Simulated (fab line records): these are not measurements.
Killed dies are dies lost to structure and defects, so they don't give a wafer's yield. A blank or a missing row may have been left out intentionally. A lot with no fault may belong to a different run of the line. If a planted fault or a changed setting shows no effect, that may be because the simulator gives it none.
Comparing a struck lot with a sound one :: flow n5-finfet :: 36 steps out of a route of 1938
Sound: wafers L835.2, L835.5, L835.6. Struck: wafer L840.6 (left out: L840.1, a lot-mate that was not struck); the cause follows at the end.
Order at every step that has rows: each side's tool, ch and its chambers, its first start. Under that, the readings that differ: sound wafers :: struck wafers :: difference of the means :: sigmas: that difference in standard deviations of wafers without a fault.
alike: readings whose means differ by less than 2 such deviations, and words and numbers that are the same on both sides. not compared: withheld readings, readings that some wafer has no value for, bounds like >300 that may hide the same value, and numbers for which the record gives no deviation and whose values overlap.
A row with sigmas, a row that says differs or no value, or rows on one side alone: a step with any of these is where the two part. When numbers do not overlap yet have no deviation, they are printed without sigmas and do not part them. A reading missing from all wafers of one side parts the sides only when that side holds two or more wafers.

first, 8 steps without rows for these wafers: N5_BEOL_M8_SPUTTER_48 (material Cu, target thk 10 nm, time 1.667 s); N5_BEOL_M8_ECD_50 (material Cu, target thk 300 nm); N5_BEOL_M8_ANNEAL_51 (time 90 s); N5_BEOL_M8_CMP_52 (polishes, stops on SiCOH lowk, t overpolish 6.9 s, target thk 80 nm); N5_BEOL_M8_PRE_CLEAN_55 (time 15 s); N5_BEOL_M8_DEP_56 (deposits SiCN from 3MS/NH3, target thk 10 nm, time 17.5 s); N5_BEOL_M9_ILD_DEP_00 (deposits SiCOH lowk from DEMS/porogen, target thk 308.51 nm, time 58 s); N5_BEOL_M9_CURE_71 (cures SiCOH lowk, time 240 s).
N5_BEOL_M9_PECVD_70: deposits SiO2 from TEOS/O2, target thk 20 nm, time 22.7 s.
  sound on pecvd-02 ch 0,1,2, day 14 00:49; struck on pecvd-02 ch 2, day 14 22:49
reading: model.SiO2_of_BEOL_M9_PECVD_70.thk-nm (nm)
sound: 19.8 20.2 19.8
struck: 12.8
difference: -7.1
sigmas: 
  alike: heater-power-w, showerhead-plenum-p-Torr, throttle-valve-pct
  not compared: since-wet-clean-h
then, 25 steps without rows for these wafers: N5_BEOL_M9_HM_DEP_02 (deposits TiN, target thk 20 nm); N5_BEOL_M9_COAT_59 (time 60 s, resist thk 100 nm); N5_BEOL_M9_COAT_60 (time 60 s, resist thk 30 nm); N5_BEOL_M9_COAT_05 (resist thk 90 nm); N5_BEOL_M9_EBR_07; N5_BEOL_M9_SOFTBAKE_06 (time 60 s); N5_BEOL_M9_EXPOSE_08 (exposes mask M9); N5_BEOL_M9_PEB_09 (peb time 60 s); N5_BEOL_M9_DEVELOP_10 (develop time 30 s); N5_BEOL_M9_DESCUM_16 (chemistry O2, time 7.9 s); N5_BEOL_M9_ETCH_61 (etches SiARC in CF4, target depth 39 nm, time 65 s); N5_BEOL_M9_ETCH_62 (etches SOC in N2/H2, target depth 110 nm, overetch 22 nm, time 165 s); N5_BEOL_M9_STRIP_68 (strips in N2/H2); N5_BEOL_M9_STRIP_67 (strips in CF4); N5_BEOL_M9_HM_OPEN_17 (chemistry Cl2/BCl3, target TiN, target depth 20 nm, overetch 6 nm); N5_BEOL_M9_STRIP_19 (strips in O2); N5_BEOL_M9_COAT_63 (time 60 s, resist thk 60 nm); N5_BEOL_M9_COAT_64 (time 60 s, resist thk 12 nm); N5_BEOL_M9_COAT_75 (time 60 s, resist thk 5 nm); N5_BEOL_M9_COAT_22 (resist thk 30 nm); N5_BEOL_M9_EBR_24; N5_BEOL_M9_SOFTBAKE_23 (time 60 s); N5_BEOL_M9_EXPOSE_25 (exposes mask V8); N5_BEOL_M9_PEB_26 (peb time 60 s); N5_BEOL_M9_DEVELOP_27 (develop time 30 s).
N5_BEOL_M9_HM_STRIP_39: strips TiN in peroxide tin strip, target depth 25 nm, time 158 s.
  sound on wet-bench-05 ch 0,5,6, day 14 04:48; struck on wet-bench-06 ch 5, day 15 04:24
reading: model.SiO2_of_BEOL_M9_PECVD_70.thk-nm (nm)
sound: 19.6 20 19.6
struck: 12.6
difference: -7.1
sigmas: 
  alike: temp-c
N5_BEOL_M9_CMP_52: polishes, stops on SiCOH lowk, t overpolish 7 s, target thk 140 nm.
  sound on cmp-01 ch 1,2,3, day 14 07:25; struck on cmp-03 ch 0, day 15 06:47
reading: barrier-field-endpoint-s (s)
sound: 29.4 29.2 28.2
struck: 20.6
difference: -8.3
sigmas: -13
  alike: clearing-platen-rpm, head-pressure-psi, motor-current-A

WHERE THEY PART
N5_BEOL_M9_CMP_52 only, going by this record.

WHY: what the simulator had put in
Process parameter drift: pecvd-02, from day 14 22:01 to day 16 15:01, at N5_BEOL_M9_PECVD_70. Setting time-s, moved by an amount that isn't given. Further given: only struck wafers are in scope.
